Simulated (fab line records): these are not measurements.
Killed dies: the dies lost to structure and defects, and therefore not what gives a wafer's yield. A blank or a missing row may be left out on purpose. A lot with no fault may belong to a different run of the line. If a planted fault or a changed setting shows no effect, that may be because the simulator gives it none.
fab line records	flow n5_finfet	part 2 of 2: steps 5 to 6 of 6
[record] lots = 24	wafers = 72	last_day = 17
route steps=1938 shown SDB@356 HKMG_FIN@388
lots that met no fault: from a run of the same line without faults
start_h: hours from the record's first day to the start of the lot's first wafer shown	wait_h: hours elapsed since this lot's preceding step	" same as the row above	L1.1+2: one row covering several wafers at once	- no value, or no start given	* or withheld: withheld	< > ~ a bound
route shown NAME@n: NAME is a module with steps in the file, n the number in the route of the first one	usual: mean and standard deviation over wafers with no fault	same: alike in all rows	chamber/n: place in a boat	sites: readings site by site	_std_site: standard deviation across them	_edge_site: the outer-site mean with the inner-site mean subtracted	radius_mm: how far each site lies from the wafer's centre	mask NAME#n: copy n	behind: tool/chamber where the wafer was last shaped	hold: why the lot was held/for how many hours/how that ended	device: which transistor (n, p or np) failed to switch	end of line: tests of these same wafers at the route's end	a step without rows: its recipe alone	killed: not the wafer's yield, but the dies lost to structure and defects at the first sort	map: the dies of a wafer, with x for killed, . for not killed, _ for no die there
set.NAME: the setting as run; set.NAME@STEP: as run at that earlier step	model.NAME: the simulator's own value behind a step, which no gauge read
the route's steps for a sample of lots (tables are steps, rows are wafers)
services: a tool's chamber out of use, with start hour (start_h, from the record's first day; less than 0 if before it), hours out, and reason
[[steps]]
[step N5_HKMG_FIN_ETCH_54]
[recipe] chemistry = CF4	target = SiARC	target_depth_a = 455	mask_material = CAR-ArF	time_s = 75.8	ion_energy_ev = 80	pressure_mtorr = 40	source_w = 545	bias_w = 36	Ar_flow_sccm = 100	cf4_flow_sccm = 100	ends = cleared
[usual] cf4_flow_sccm = 100.05/0.29	drypump_motor_current_A = 5.7/0.47	etch_rf_on_time_s = 75.6/1.7	oes_product_au = 0.70/0.075	rf_vpp_V = 184.0/1.1	showerhead_plenum_p_Torr = 2.13/0.072	throttle_valve_pct = 15.53/0.2
lot.wafer	tool	chamber	start_h	wait_h	cf4_flow_sccm	drypump_motor_current_A	etch_rf_on_time_s	oes_product_au	rf_hours_counter_h	rf_vpp_V	showerhead_plenum_p_Torr	throttle_valve_pct
L074.1	rie_diel-05	2	73.21	0.0	100.14	5.8	76.6	0.61	219	185.5	2.12	15.71
L074.4	"	0	"	"	100.57	5.7	78.0	0.70	-	183.5	2.24	15.57
L074.5	"	1	"	"	100.51	5.9	76.5	0.76	-	185.7	2.19	15.11
L075.3	rie_diel-05	0	78.29	0.0	100.16	5.7	76.9	0.69	89	184.5	2.24	15.58
L075.4	"	2	"	"	99.52	5.8	77.4	0.60	-	184.1	2.12	15.72
L075.6	"	0	"	"	100.13	5.7	77.3	0.69	-	185.0	2.24	15.57
L076.3	rie_diel-02	0	83.13	0.0	100.09	6.8	77.5	0.60	206	182.1	2.04	15.44
L076.4	"	3	"	"	99.78	5.3	74.3	0.74	39	184.1	2.18	15.42
L076.6	"	1	"	"	100.06	5.9	74.1	0.64	-	181.9	2.06	15.64
L077.4	rie_diel-04	3	90.58	0.0	99.80	5.0	73.1	0.78	27	183.9	2.18	15.47
L077.5	"	2	"	"	100.23	6.0	74.0	0.80	-	184.0	2.18	15.14
L077.6	"	3	"	"	99.97	5.0	72.9	0.78	-	183.8	2.18	15.49
L078.2	rie_diel-05	1	96.88	0.0	99.83	5.9	76.1	0.74	35	184.4	2.18	15.12
L078.4	"	0	"	"	100.29	5.7	77.9	0.69	-	186.7	2.24	15.59
L078.5	"	1	"	"	100.10	5.9	76.0	0.74	-	184.6	2.18	15.14
L079.2	rie_diel-05	1	101.83	0.0	99.72	5.9	75.7	0.74	37	185.5	2.18	15.13
L079.3	"	0	"	"	99.99	5.7	76.9	0.69	98	183.6	2.24	15.59
L079.5	"	2	"	"	100.33	5.8	76.3	0.60	-	184.9	2.12	15.74
L080.1	rie_diel-04	0	107.06	0.0	99.96	5.0	76.9	0.62	202	183.6	2.04	15.67
L080.4	"	3	"	"	100.09	5.0	72.3	0.77	31	184.4	2.18	15.50
L080.6	"	2	"	"	100.54	6.0	72.9	0.79	-	185.6	2.17	15.14
L081.1	rie_diel-04	0	113.68	0.0	99.92	5.0	76.6	0.62	205	183.6	2.04	15.68
L081.3	"	1	"	"	100.13	5.9	74.8	0.73	51	183.0	2.08	15.57
L081.6	"	3	"	"	99.98	5.0	72.5	0.77	-	185.6	2.18	15.51
L082.2	rie_diel-04	0	121.47	0.0	99.57	5.0	76.4	0.61	207	181.8	2.03	15.69
L082.3	"	3	"	"	100.06	5.0	72.8	0.76	37	183.6	2.17	15.51
L082.5	"	0	"	"	100.40	5.0	76.1	0.62	-	183.8	2.03	15.69
L083.1	rie_diel-04	1	124.51	0.0	100.31	5.8	75.5	0.72	56	183.5	2.08	15.58
L083.4	"	0	"	"	100.19	5.0	78.3	0.60	-	183.1	2.03	15.68
L083.5	"	3	"	"	99.66	5.0	73.3	0.76	-	185.3	2.17	15.52
L084.2	rie_diel-05	2	133.77	0.0	100.23	5.9	77.3	0.60	241	183.6	2.11	15.78
L084.4	"	0	"	"	99.93	5.7	77.0	0.68	108	184.3	2.24	15.62
L084.6	"	3	"	"	99.90	5.6	74.9	0.79	-	183.9	2.10	15.71
L085.2	rie_diel-04	3	137.45	0.0	100.00	5.0	74.0	0.75	44	184.2	2.17	15.53
L085.3	"	0	"	"	100.92	5.0	77.4	0.61	215	183.4	2.03	15.69
L085.4	"	1	"	"	99.95	5.8	75.8	0.72	-	184.2	2.08	15.61
L086.1	rie_diel-05	1	148.29	0.0	99.59	5.9	76.4	0.73	54	184.9	2.18	15.18
L086.3	"	0	"	"	100.08	5.7	78.4	0.67	113	185.0	2.24	15.64
L086.5	"	1	"	"	100.04	5.9	76.5	0.72	-	184.7	2.18	15.15
L087.2	rie_diel-04	2	148.52	0.0	99.97	6.0	74.4	0.78	30	185.4	2.17	15.18
L087.4	"	2	"	"	100.21	6.0	74.1	0.78	-	182.8	2.17	15.17
L087.5	"	3	"	"	100.20	5.0	73.6	0.74	-	185.9	2.17	15.54
L088.1	rie_diel-04	0	159.17	0.0	100.09	5.0	77.5	0.60	218	182.7	2.03	15.70
L088.2	"	1	"	"	100.21	5.8	77.1	0.70	72	184.2	2.08	15.63
L088.5	"	2	"	"	99.92	6.0	74.3	0.77	-	184.8	2.17	15.15
L089.3	rie_diel-05	2	160.08	0.0	99.98	5.8	77.9	0.59	250	181.8	2.11	15.79
L089.4	"	1	"	"	100.18	5.9	76.8	0.71	57	184.8	2.17	15.19
L089.5	"	1	"	"	99.97	5.9	76.7	0.72	-	183.9	2.18	15.17
L090.3	rie_diel-02	3	169.01	0.0	99.70	5.3	74.0	0.71	68	185.1	2.17	15.47
L090.4	"	0	"	"	100.14	6.8	77.5	0.59	236	182.0	2.03	15.50
L090.5	"	0	"	"	100.47	6.8	76.5	0.60	-	183.0	2.03	15.51
L091.1	rie_diel-02	1	175.46	0.0	100.26	5.9	75.0	0.62	188	181.1	2.05	15.71
L091.2	"	0	"	"	99.96	6.8	78.3	0.58	238	181.6	2.03	15.49
L091.4	"	2	"	"	100.08	5.6	73.4	0.77	40	184.7	2.27	15.62
L092.2	rie_diel-02	3	178.75	0.0	100.28	5.3	75.1	0.70	72	184.3	2.17	15.49
L092.4	"	1	"	"	99.87	5.9	75.3	0.61	190	182.4	2.05	15.73
L092.5	"	3	"	"	99.50	5.3	75.1	0.70	-	184.2	2.17	15.48
L093.1	rie_diel-02	0	187.08	0.0	100.66	6.8	77.9	0.58	242	181.1	2.03	15.51
L093.4	"	1	"	"	100.05	5.9	74.3	0.62	192	183.0	2.05	15.72
L093.5	"	3	"	"	100.44	5.3	75.2	0.70	-	184.9	2.17	15.49
L094.1	rie_diel-02	3	193.70	0.0	100.57	5.3	74.5	0.70	76	185.2	2.17	15.49
L094.2	"	1	"	"	99.82	5.9	74.0	0.62	194	182.8	2.05	15.73
L094.3	"	0	"	"	100.14	6.8	77.7	0.59	244	183.0	2.03	15.51
L095.2	rie_diel-05	3	197.64	0.0	99.87	5.7	75.2	0.75	36	184.3	2.09	15.77
L095.4	"	1	"	"	100.03	5.9	75.5	0.70	74	184.5	2.17	15.21
L095.6	"	3	"	"	99.53	5.7	74.4	0.75	-	184.5	2.09	15.74
L096.3	rie_diel-05	2	202.71	0.0	100.16	5.8	74.5	0.81	7	183.2	2.11	15.30
L096.4	"	1	"	"	99.69	5.9	75.5	0.70	76	184.9	2.17	15.22
L096.5	"	1	"	"	99.96	6.0	75.9	0.70	-	183.9	2.17	15.22
L097.4	rie_diel-02	2	213.72	0.0	99.70	5.6	74.1	0.76	52	184.2	2.26	15.63
L097.5	"	1	"	"	99.90	5.9	75.9	0.61	-	181.0	2.05	15.74
L097.6	"	2	"	"	99.48	5.6	74.1	0.76	-	186.3	2.26	15.62
[step N5_HKMG_FIN_ETCH_58]
[recipe] chemistry = N2/H2	target = SOC	target_depth_a = 2158	ion_energy_ev = 50	bias_w = 13	time_s = 741	pressure_mtorr = 30	source_w = 875	n2_flow_sccm = 200	h2_flow_sccm = 200
[usual] drypump_motor_current_A = 5.7/0.47	oes_product_au = 0.82/0.088	rf_vpp_V = 99.1/0.93	showerhead_plenum_p_Torr = 2.54/0.09	throttle_valve_pct = 17.71/0.2
lot.wafer	tool	chamber	start_h	wait_h	drypump_motor_current_A	oes_product_au	rf_hours_counter_h	rf_vpp_V	showerhead_plenum_p_Torr	throttle_valve_pct
L074.1	rie_diel-05	2	73.47	0.0	5.9	0.70	219	97.7	2.52	17.89
L074.4	"	0	"	"	5.7	0.81	-	99.9	2.68	17.73
L074.5	"	1	"	"	5.9	0.88	-	99.5	2.59	17.31
L075.3	rie_diel-05	0	78.55	0.0	5.7	0.82	89	98.3	2.67	17.74
L075.4	"	2	"	"	5.8	0.71	-	98.5	2.52	17.90
L075.6	"	0	"	"	5.7	0.82	-	100.2	2.67	17.72
L076.3	rie_diel-02	0	83.40	0.0	6.8	0.70	206	99.5	2.41	17.45
L076.4	"	3	"	"	5.3	0.87	39	99.4	2.59	17.75
L076.6	"	1	"	"	5.9	0.75	-	99.0	2.42	17.68
L077.4	rie_diel-04	3	90.85	0.0	5.0	0.92	27	99.7	2.60	17.73
L077.5	"	2	"	"	6.0	0.95	-	98.7	2.60	17.35
L077.6	"	3	"	"	5.0	0.93	-	99.2	2.60	17.76
L078.2	rie_diel-05	1	97.15	0.0	5.9	0.88	35	99.2	2.59	17.32
L078.4	"	0	"	"	5.7	0.81	-	99.6	2.67	17.75
L078.5	"	1	"	"	5.9	0.88	-	98.7	2.59	17.33
L079.2	rie_diel-05	1	102.09	0.0	5.9	0.87	37	99.0	2.59	17.33
L079.3	"	0	"	"	5.7	0.81	98	101.7	2.67	17.74
L079.5	"	2	"	"	5.8	0.70	-	97.7	2.51	17.91
L080.1	rie_diel-04	0	107.33	0.0	5.0	0.73	202	98.5	2.42	17.86
L080.4	"	3	"	"	5.0	0.91	32	98.1	2.59	17.75
L080.6	"	2	"	"	6.0	0.94	-	100.5	2.60	17.36
L081.1	rie_diel-04	0	113.95	0.0	5.0	0.72	205	98.3	2.42	17.87
L081.3	"	1	"	"	5.8	0.86	51	98.0	2.49	17.85
L081.6	"	3	"	"	5.0	0.90	-	97.9	2.59	17.76
L082.2	rie_diel-04	0	121.74	0.0	5.0	0.72	207	98.4	2.42	17.88
L082.3	"	3	"	"	5.0	0.90	37	100.1	2.59	17.74
L082.5	"	0	"	"	5.0	0.72	-	99.0	2.42	17.86
L083.1	rie_diel-04	1	124.78	0.0	5.9	0.86	56	98.2	2.49	17.88
L083.4	"	0	"	"	5.0	0.71	-	99.4	2.42	17.88
L083.5	"	3	"	"	5.0	0.89	-	98.6	2.59	17.75
L084.2	rie_diel-05	2	134.04	0.0	5.8	0.69	241	99.3	2.51	17.92
L084.4	"	0	"	"	5.7	0.79	108	101.0	2.67	17.77
L084.6	"	3	"	"	5.7	0.92	-	100.0	2.50	17.98
L085.2	rie_diel-04	3	137.72	0.0	5.0	0.87	45	100.0	2.59	17.77
L085.3	"	0	"	"	5.0	0.71	215	97.9	2.42	17.89
L085.4	"	1	"	"	5.9	0.84	-	96.9	2.48	17.90
L086.1	rie_diel-05	1	148.55	0.0	5.9	0.85	54	99.1	2.58	17.35
L086.3	"	0	"	"	5.7	0.78	114	100.6	2.66	17.76
L086.5	"	1	"	"	5.9	0.84	-	99.2	2.58	17.34
L087.2	rie_diel-04	2	148.79	0.0	6.0	0.91	30	99.2	2.59	17.39
L087.4	"	2	"	"	6.0	0.93	-	99.1	2.59	17.38
L087.5	"	3	"	"	5.0	0.87	-	98.4	2.59	17.78
L088.1	rie_diel-04	0	159.43	0.0	5.0	0.71	218	98.6	2.42	17.89
L088.2	"	1	"	"	5.9	0.83	72	99.0	2.48	17.91
L088.5	"	2	"	"	6.0	0.92	-	99.8	2.59	17.38
L089.3	rie_diel-05	2	160.34	0.0	5.8	0.69	250	100.0	2.51	17.94
L089.4	"	1	"	"	5.9	0.84	57	98.1	2.58	17.36
L089.5	"	1	"	"	5.9	0.84	-	99.6	2.58	17.36
L090.3	rie_diel-02	3	169.28	0.0	5.3	0.83	68	99.4	2.58	17.77
L090.4	"	0	"	"	6.8	0.68	236	98.2	2.40	17.50
L090.5	"	0	"	"	6.8	0.68	-	97.9	2.40	17.51
L091.1	rie_diel-02	1	175.72	0.0	5.9	0.74	189	97.0	2.41	17.74
L091.2	"	0	"	"	6.8	0.69	239	97.6	2.40	17.51
L091.4	"	2	"	"	5.6	0.92	40	101.4	2.69	17.78
L092.2	rie_diel-02	3	179.01	0.0	5.3	0.82	73	99.9	2.58	17.79
L092.4	"	1	"	"	5.9	0.72	190	97.1	2.41	17.73
L092.5	"	3	"	"	5.3	0.82	-	98.5	2.58	17.79
L093.1	rie_diel-02	0	187.35	0.0	6.8	0.67	243	96.6	2.40	17.52
L093.4	"	1	"	"	5.9	0.72	192	97.8	2.41	17.75
L093.5	"	3	"	"	5.3	0.83	-	99.7	2.58	17.79
L094.1	rie_diel-02	3	193.96	0.0	5.3	0.82	77	98.6	2.58	17.80
L094.2	"	1	"	"	5.9	0.73	194	98.2	2.41	17.76
L094.3	"	0	"	"	6.8	0.68	245	97.8	2.40	17.54
L095.2	rie_diel-05	3	197.90	0.0	5.7	0.87	37	100.5	2.49	18.02
L095.4	"	1	"	"	5.9	0.82	74	99.2	2.57	17.37
L095.6	"	3	"	"	5.6	0.86	-	98.4	2.49	18.02
L096.3	rie_diel-05	2	202.98	0.0	5.9	0.94	7	99.3	2.50	17.50
L096.4	"	1	"	"	5.9	0.81	76	100.3	2.57	17.40
L096.5	"	1	"	"	6.0	0.82	-	101.0	2.57	17.39
L097.4	rie_diel-02	2	213.98	0.0	5.6	0.90	52	99.1	2.69	17.82
L097.5	"	1	"	"	5.9	0.72	-	98.4	2.40	17.76
L097.6	"	2	"	"	5.6	0.90	-	100.3	2.69	17.82
[[services]]
tool	chamber	start_h	hours	kind
ald_hk-02	-	47.52	0.4	repair
ald_hk-01	-	57.22	0.7	repair
ald_hk-01	-	60.94	14.6	pm
rie_diel-05	3	72.46	6.0	repair
ald_hk-01	-	78.96	1.5	repair
rie_diel-05	3	79.03	-	clean
rie_diel-05	3	79.03	-	consumable_replace:focus_ring
rie_diel-05	3	79.03	22.2	scheduled_down
rie_diel-05	3	79.03	22.2	vent_cycle
rie_diel-04	0	85.48	1.2	repair
rie_diel-05	-	85.59	0.9	repair
rie_diel-04	2	121.14	23.0	repair
rie_diel-05	0	131.14	2.1	repair
rie_diel-04	0	140.08	11.9	repair
rie_diel-02	2	148.16	3.1	repair
ald_hk-02	-	155.23	0.6	repair
rie_diel-05	2	160.82	-	clean
rie_diel-05	2	160.82	-	consumable_replace:esc
rie_diel-04	0	167.44	22.2	repair
rie_diel-04	-	173.55	2.8	pm
rie_diel-02	-	192.50	0.7	repair
rie_diel-04	1	193.71	6.3	repair
rie_diel-02	0	201.88	9.7	repair
ald_hk-02	-	206.95	1.8	repair
